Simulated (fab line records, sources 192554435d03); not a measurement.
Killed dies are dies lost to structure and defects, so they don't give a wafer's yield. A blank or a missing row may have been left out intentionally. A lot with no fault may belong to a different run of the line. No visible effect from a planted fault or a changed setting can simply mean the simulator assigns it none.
fab line records    flow n5-finfet
[record] lots = 10  wafers = 30  last-day = 18
route steps=1938 shown BEOL_M15@1808 MIM_BOT@1832
lots with no fault: from the same line, run without faults
start-h: hours from the record's first day to the start of the lot's first wafer shown    wait-h: hours since the lot's step before    " repeats the value in the row above    L1.1+2: several wafers, shown together as one row    - no value, or no start given    * or withheld: withheld    < > ~ a bound
route shown NAME@n: names a module that has steps shown in the file, with the first one's number in the route    usual: average and standard deviation across the fault-free wafers    same: alike in all rows    chamber/n: place in a boat    sites: per-site readings    _std_site: standard deviation of those values    _edge_site: the outer-site mean with the inner-site mean subtracted    radius-mm: how far each site lies from the wafer's centre    mask NAME#n: copy n    behind: the most recent tool/chamber to have shaped the wafer    hold: cause of the lot's hold/its duration in hours/its outcome    device: names the non-switching transistor (n, p or np)    end of line: the route-end tests of the same wafers    step lacking rows: just its recipe    killed: count of dies lost to structure and defects at first sort (not the wafer's yield)    map: the dies of a wafer, with x for killed, . for not killed, _ for no die there
set.NAME: setting as actually run; set.NAME@STEP: the setting as run at that earlier step    model.NAME: the simulator's own value behind a step, which no gauge read
steps of the route over a sample of lots; a table a step, a row a wafer
services: from which hour (start-h, from the record's first day; less than 0 if before it) a tool's chamber was out of use, for how many hours, and why
[[steps]]
[step N5_BEOL_M15_ETCH_61]
[recipe] chemistry = N2/H2  target = BARC  target-depth-a = 890  overetch-a = 267  time-s = 67.9  ion-energy-ev = 200  pressure-mtorr = 30  source-w = 840  bias-w = 150  n2-flow-sccm = 200  h2-flow-sccm = 200
[usual] chamber-pressure-mTorr = 30.002/0.028  drypump-motor-current-A = 5.7/0.39  oes-product-au = 0.69/0.071  rf-fwd-power-W = 832/3.6  rf-vpp-V = 524.3/2.4  showerhead-plenum-p-Torr = 2.55/0.087  throttle-valve-pct = 17.80/0.24
lot.wafer  tool         chamber  start-h  wait-h  chamber-pressure-mTorr  drypump-motor-current-A  oes-product-au  rf-fwd-power-W  rf-hours-counter-h  rf-vpp-V  showerhead-plenum-p-Torr  throttle-valve-pct
L463.1     rie-diel-05  2        256.54   0.0     29.993                  5.6                      0.65            832             150                 521.7     2.42                      17.66
L463.2     "            3        "        "       29.966                  5.7                      0.59            833             251                 524.4     2.59                      17.97
L463.4     "            1        "        "       30.010                  5.8                      0.64            839             -                   527.3     2.65                      17.78
L464.2     rie-diel-05  2        271.64   0.0     30.016                  5.7                      0.65            827             157                 520.8     2.42                      17.68
L464.4     "            2        "        "       29.995                  5.7                      0.64            826             -                   521.9     2.42                      17.69
L464.5     "            3        "        "       30.009                  5.7                      0.59            834             -                   525.6     2.58                      17.97
L465.3     rie-diel-02  3        276.33   0.0     29.984                  5.6                      0.68            835             93                  525.8     2.56                      17.77
L465.5     "            0        "        "       29.957                  6.5                      0.73            833             -                   524.2     2.60                      17.87
L465.6     "            1        "        "       30.017                  5.4                      0.61            828             -                   527.7     2.63                      18.31
L469.1     rie-diel-02  0        303.50   0.0     30.024                  6.5                      0.72            828             52                  526.2     2.59                      17.89
L469.4     "            2        "        "       30.019                  6.1                      0.77            836             31                  524.2     2.59                      17.67
L469.6     "            0        "        "       29.950                  6.5                      0.72            825             -                   525.1     2.59                      17.90
L468.1     rie-diel-06  1        309.65   0.0     29.993                  6.1                      0.71            830             96                  521.5     2.44                      17.33
L468.3     "            3        "        "       29.980                  5.3                      0.79            827             -                   528.1     2.71                      17.92
L468.4     "            1        "        "       30.032                  6.0                      0.70            826             -                   521.0     2.44                      17.32
L470.3     rie-diel-05  2        315.30   0.0     29.969                  5.6                      0.64            833             172                 520.6     2.41                      17.71
L470.4     "            3        "        "       30.016                  5.8                      0.82            835             4                   526.3     2.58                      17.48
L470.5     "            1        "        "       29.987                  5.8                      0.63            836             -                   524.6     2.64                      17.81
L471.2     rie-diel-02  3        330.50   0.0     30.019                  5.5                      0.68            838             109                 524.1     2.55                      17.79
L471.3     "            0        "        "       30.000                  6.5                      0.71            823             60                  524.8     2.59                      17.92
L471.6     "            3        "        "       29.995                  5.6                      0.68            834             -                   523.8     2.55                      17.78
L472.2     rie-diel-06  0        331.14   0.0     30.011                  5.1                      0.59            839             224                 518.8     2.40                      18.07
L472.5     "            2        "        "       29.976                  5.9                      0.82            825             -                   522.5     2.50                      17.58
L472.6     "            3        "        "       29.979                  5.3                      0.77            833             -                   527.6     2.70                      17.94
L480.4     rie-diel-06  3        378.47   0.0     30.060                  5.3                      0.75            831             48                  529.5     2.70                      17.98
L480.5     "            2        "        "       30.017                  5.9                      0.78            831             -                   522.1     2.49                      17.62
L480.6     "            1        "        "       29.997                  6.1                      0.69            835             -                   522.0     2.43                      17.37
L483.1     rie-diel-05  2        406.34   0.0     30.008                  5.6                      0.61            830             199                 519.8     2.40                      17.75
L483.2     "            3        "        "       30.030                  5.7                      0.76            834             30                  525.8     2.57                      17.52
L483.4     "            1        "        "       29.967                  5.8                      0.61            837             223                 525.5     2.62                      17.88
[step N5_BEOL_M15_SPUTTER_44]
[recipe] material = Ta  target-thk-a = 150  temp-c = 50  bias-v = 80  power-w = 15000  chamber-pressure-pa = 0.07  time-s = 24.19
[usual] throttle-valve-pct = 29.8/0.94
lot.wafer  tool            chamber  start-h  wait-h  throttle-valve-pct
L463.1     pvd-sputter-01  -        260.48   0.0     30.3
L463.2     "               -        "        "       28.7
L463.4     "               -        "        "       30.4
L464.2     pvd-sputter-03  -        275.07   0.0     29.4
L464.4     "               -        "        "       30.7
L464.5     "               -        "        "       29.2
L465.3     pvd-sputter-01  -        278.78   0.0     30.4
L465.5     "               -        "        "       28.9
L465.6     "               -        "        "       30.5
L469.1     pvd-sputter-03  -        305.72   0.0     30.6
L469.4     "               -        "        "       29.3
L469.6     "               -        "        "       30.1
L468.1     pvd-sputter-03  -        311.82   0.0     30.8
L468.3     "               -        "        "       28.5
L468.4     "               -        "        "       29.2
L470.3     pvd-sputter-01  -        323.93   0.0     30.4
L470.4     "               -        "        "       28.9
L470.5     "               -        "        "       29.1
L471.2     pvd-sputter-02  -        331.30   0.0     29.7
L471.3     "               -        "        "       32.7
L471.6     "               -        "        "       29.7
L472.2     pvd-sputter-03  -        334.63   0.0     30.7
L472.5     "               -        "        "       28.9
L472.6     "               -        "        "       28.8
L480.4     pvd-sputter-03  -        386.85   0.0     30.7
L480.5     "               -        "        "       30.0
L480.6     "               -        "        "       30.5
L483.1     pvd-sputter-03  -        409.33   0.0     28.7
L483.2     "               -        "        "       29.3
L483.4     "               -        "        "       30.2
[step N5_BEOL_M15_CMP_49]
[recipe] stop-on = SiO2  t-overpolish-s = 4.9  down-force-psi = 2  platen-rpm = 80  clearing-platen-down-force-psi = 2  clearing-platen-rpm = 80  post-cmp-clean = cu-alkaline  target-thk-nm = 850  clearing-platen-pad-velocity-m-s = 1.5917  pad-velocity-m-s = 1.5917
[usual] barrier-field-endpoint-s = 11.35/0.25  head-pressure-psi = 2.000/0.0043  motor-current-A = 8.1/1.1  pad-life-wafers = 1026/640
lot.wafer  tool    chamber  start-h  wait-h  barrier-field-endpoint-s  head-pressure-psi  motor-current-A  pad-life-wafers
L463.4     cmp-02  3        261.36   0.1     11.48                     1.999              5.9              1680
L463.1     "       0        "        "       11.47                     2.005              8.2              1681
L463.2     "       1        "        "       11.69                     2.003              7.7              1682
L464.4     cmp-02  0        275.89   0.2     11.46                     1.997              8.5              1820
L464.2     "       1        "        "       11.47                     2.000              7.7              1821
L464.5     "       2        "        "       11.65                     1.997              7.8              -
L465.3     cmp-03  3        279.51   0.2     11.23                     1.998              7.9              1296
L465.6     "       3        "        "       11.43                     1.995              8.2              -
L465.5     "       0        "        "       10.96                     1.999              7.8              -
L469.1     cmp-04  3        306.50   0.3     10.73                     1.996              10.0             913
L469.4     "       1        "        "       11.39                     1.995              8.8              915
L469.6     "       3        "        "       11.15                     2.003              9.8              -
L468.1     cmp-04  2        312.62   0.3     11.29                     2.003              8.7              948
L468.4     "       3        "        "       11.07                     2.001              9.6              949
L468.3     "       0        "        "       11.83                     1.998              7.8              950
L470.3     cmp-04  3        324.67   0.2     11.23                     1.992              10.0             1008
L470.4     "       1        "        "       11.67                     2.004              8.5              1010
L470.5     "       3        "        "       11.36                     1.989              10.2             -
L471.2     cmp-02  1        332.13   0.3     11.37                     2.012              7.1              194
L471.3     "       2        "        "       11.30                     1.994              7.8              195
L471.6     "       0        "        "       10.92                     1.992              8.5              -
L472.2     cmp-02  1        335.62   0.3     11.12                     1.991              6.9              231
L472.5     "       2        "        "       11.19                     2.001              7.9              -
L472.6     "       3        "        "       11.00                     2.004              6.0              -
L480.4     cmp-03  1        388.36   0.2     7.23                      2.000              8.8              81
L480.6     "       2        "        "       7.35                      2.006              9.3              -
L480.5     "       3        "        "       11.23                     2.001              7.9              -
L483.4     cmp-03  3        410.07   0.1     7.69                      1.998              8.7              222
L483.1     "       0        "        "       11.10                     2.005              7.7              223
L483.2     "       1        "        "       10.98                     2.003              8.4              224
[step N5_BEOL_M15_INSPECT_55]
[recipe] inspect-instrument = darkfield  mode = post-dep
[usual] raw-defect-count = 68/22
lot.wafer  tool               chamber  start-h  wait-h  raw-defect-count
L463.1     defect-inspect-02  -        261.81   0.0     45
L463.2     "                  -        "        "       50
L463.4     "                  -        "        "       60
L464.2     defect-inspect-02  -        276.27   0.0     35
L464.4     "                  -        "        "       45
L464.5     "                  -        "        "       27
L465.3     defect-inspect-01  -        279.99   0.0     109
L465.5     "                  -        "        "       36
L465.6     "                  -        "        "       60
L469.1     defect-inspect-01  -        306.91   0.0     60
L469.4     "                  -        "        "       101
L469.6     "                  -        "        "       103
L468.1     defect-inspect-01  -        313.07   0.0     70
L468.3     "                  -        "        "       56
L468.4     "                  -        "        "       95
L470.3     defect-inspect-01  -        325.14   0.0     40
L470.4     "                  -        "        "       58
L470.5     "                  -        "        "       64
L471.2     defect-inspect-01  -        332.50   0.0     78
L471.3     "                  -        "        "       41
L471.6     "                  -        "        "       47
L472.2     defect-inspect-01  -        335.96   0.0     50
L472.5     "                  -        "        "       60
L472.6     "                  -        "        "       41
L480.4     defect-inspect-02  -        388.73   0.0     75
L480.5     "                  -        "        "       54
L480.6     "                  -        "        "       74
L483.1     defect-inspect-01  -        410.55   0.0     44
L483.2     "                  -        "        "       62
L483.4     "                  -        "        "       44
[step N5_MIM_BOT_DEGAS_01]
[recipe] ambient = vacuum  temp-c = 300  time-s = 60
[usual] heater-power-w = 479/40
lot.wafer  tool            chamber  start-h  wait-h  heater-power-w
L463.1     pvd-sputter-02  -        263.14   0.3     467
L463.2     "               -        "        "       471
L463.4     "               -        "        "       467
L464.2     pvd-sputter-01  -        278.26   1.0     414
L464.4     "               -        "        "       539
L464.5     "               -        "        "       452
L465.3     pvd-sputter-03  -        282.42   1.4     503
L465.5     "               -        "        "       497
L465.6     "               -        "        "       532
L469.1     pvd-sputter-03  -        308.72   0.8     530
L469.4     "               -        "        "       506
L469.6     "               -        "        "       510
L468.1     pvd-sputter-02  -        317.76   3.7     509
L468.3     "               -        "        "       466
L468.4     "               -        "        "       473
L470.3     pvd-sputter-01  -        326.79   0.6     417
L470.4     "               -        "        "       448
L470.5     "               -        "        "       409
L471.2     pvd-sputter-01  -        334.01   0.5     420
L471.3     "               -        "        "       544
L471.6     "               -        "        "       415
L472.2     pvd-sputter-02  -        338.80   1.8     481
L472.5     "               -        "        "       478
L472.6     "               -        "        "       467
L480.4     pvd-sputter-01  -        391.62   1.9     461
L480.5     "               -        "        "       433
L480.6     "               -        "        "       546
L483.1     pvd-sputter-03  -        411.72   0.2     517
L483.2     "               -        "        "       487
L483.4     "               -        "        "       542
[[services]]
tool            chamber  start-h  hours  kind
cmp-02          -        233.94   0.3    repair
rie-diel-06     -        243.11   0.3    repair
cmp-04          -        251.68   0.3    repair
cmp-02          -        258.82   0.9    repair
rie-diel-05     -        302.74   0.3    repair
cmp-02          -        306.59   4.0    pm
cmp-04          -        308.40   3.7    repair
cmp-03          -        315.02   3.0    repair
cmp-04          -        320.72   3.0    repair
cmp-02          -        321.94   1.4    repair
cmp-03          -        323.98   3.5    pm
cmp-04          -        338.94   4.8    pm
pvd-sputter-02  -        339.95   2.2    repair
cmp-02          -        347.76   4.8    pm
cmp-02          -        352.83   4.5    repair
rie-diel-06     0        364.88   7.3    repair
pvd-sputter-03  -        368.00   0.7    repair
cmp-03          -        368.90   0.3    repair
pvd-sputter-03  -        372.32   1.7    repair
cmp-03          -        373.09   4.0    pm
rie-diel-06     1        374.02   1.3    repair
cmp-04          -        375.86   0.8    repair
pvd-sputter-03  -        377.74   8.1    repair
pvd-sputter-01  -        377.90   0.6    repair
[[key]]
[first-sign] step = N5_BEOL_M15_CMP_49  reading = barrier-field-endpoint-s  direction = down  sigmas = 16  usual = 11.35  struck = 7.42
effect none on later readings
met-at N5_BEOL_M15_SPUTTER_44
struck-lots L480,L483
struck-wafers L480.4,L480.6,L483.4
not-acting-at N5_BEOL_M15_ETCH_61,N5_BEOL_M15_INSPECT_55,N5_MIM_BOT_DEGAS_01
onset-between 334.63 386.85
[fault] kind = process-parameter-drift  tool = pvd-sputter-03  chamber = -  onset-h = 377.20  steps = N5_BEOL_M15_SPUTTER_44  channel = time-s  offset = *  shape = step  end-h = 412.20  scope = struck-wafers-only  acts-in = *  stated = *
